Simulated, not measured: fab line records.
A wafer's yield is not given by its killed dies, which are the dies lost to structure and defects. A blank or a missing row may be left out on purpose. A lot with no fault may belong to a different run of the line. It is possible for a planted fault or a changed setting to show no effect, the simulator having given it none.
Chamber matching || flow n5Finfet || rieDiel-01 running N5_BEOL_M4_STRIP_36: 4 sister chambers
The step strips in N2/H2. 4 wafers are shown with their chamber, then 11 later ones without.

== EACH WAFER AND ITS CHAMBER ==
{"wafer": "L083.4", "chamber": 0, "showerheadPlenumPTorr (Torr)": 2.40}
{"wafer": "L090.3", "chamber": 3, "showerheadPlenumPTorr (Torr)": 2.61}
{"wafer": "L090.6", "chamber": 2, "showerheadPlenumPTorr (Torr)": 2.49}
{"wafer": "L092.2", "chamber": 1, "showerheadPlenumPTorr (Torr)": 2.56}

== WAFERS WHOSE CHAMBER IS MISSING ==
{"wafer": "L092.4", "showerheadPlenumPTorr (Torr)": 2.49}
{"wafer": "L092.5", "showerheadPlenumPTorr (Torr)": 2.56}
{"wafer": "L093.2", "showerheadPlenumPTorr (Torr)": 2.39}
{"wafer": "L093.3", "showerheadPlenumPTorr (Torr)": 2.49}
{"wafer": "L093.5", "showerheadPlenumPTorr (Torr)": 2.55}
{"wafer": "L095.1", "showerheadPlenumPTorr (Torr)": 2.39}
{"wafer": "L095.3", "showerheadPlenumPTorr (Torr)": 2.55}
{"wafer": "L095.6", "showerheadPlenumPTorr (Torr)": 2.60}
{"wafer": "L096.2", "showerheadPlenumPTorr (Torr)": 2.49}
{"wafer": "L096.3", "showerheadPlenumPTorr (Torr)": 2.55}
{"wafer": "L096.5", "showerheadPlenumPTorr (Torr)": 2.60}

== WHICH CHAMBER EACH ONE RAN IN ==
{"wafer": "L092.4", "from the rows above": 2, "in truth": 2}
{"wafer": "L092.5", "from the rows above": 1, "in truth": 1}
{"wafer": "L093.2", "from the rows above": 0, "in truth": 0}
{"wafer": "L093.3", "from the rows above": 2, "in truth": 2}
{"wafer": "L093.5", "from the rows above": 1, "in truth": 1}
{"wafer": "L095.1", "from the rows above": 0, "in truth": 0}
{"wafer": "L095.3", "from the rows above": 1, "in truth": 1}
{"wafer": "L095.6", "from the rows above": 3, "in truth": 3}
{"wafer": "L096.2", "from the rows above": 2, "in truth": 2}
{"wafer": "L096.3", "from the rows above": 1, "in truth": 1}
{"wafer": "L096.5", "from the rows above": 3, "in truth": 3}
Placed correctly: 11 of 11. Number that these rows cannot place: 0. 0 placed wrongly.
How it was worked out, from the rows above alone: a wafer's distance from a chamber is the root of the sum, over the readings, of the square of ((its reading less the chamber's mean) divided by the reading's scatter). The wafer belongs to the nearest chamber; if the next one is less than 2 further off, it can't be placed. A chamber's mean is the mean of its shown wafers. The scatter (one wafer shown for each chamber): square how far every hidden wafer sits from the nearest shown wafer, average those squares and take the square root.
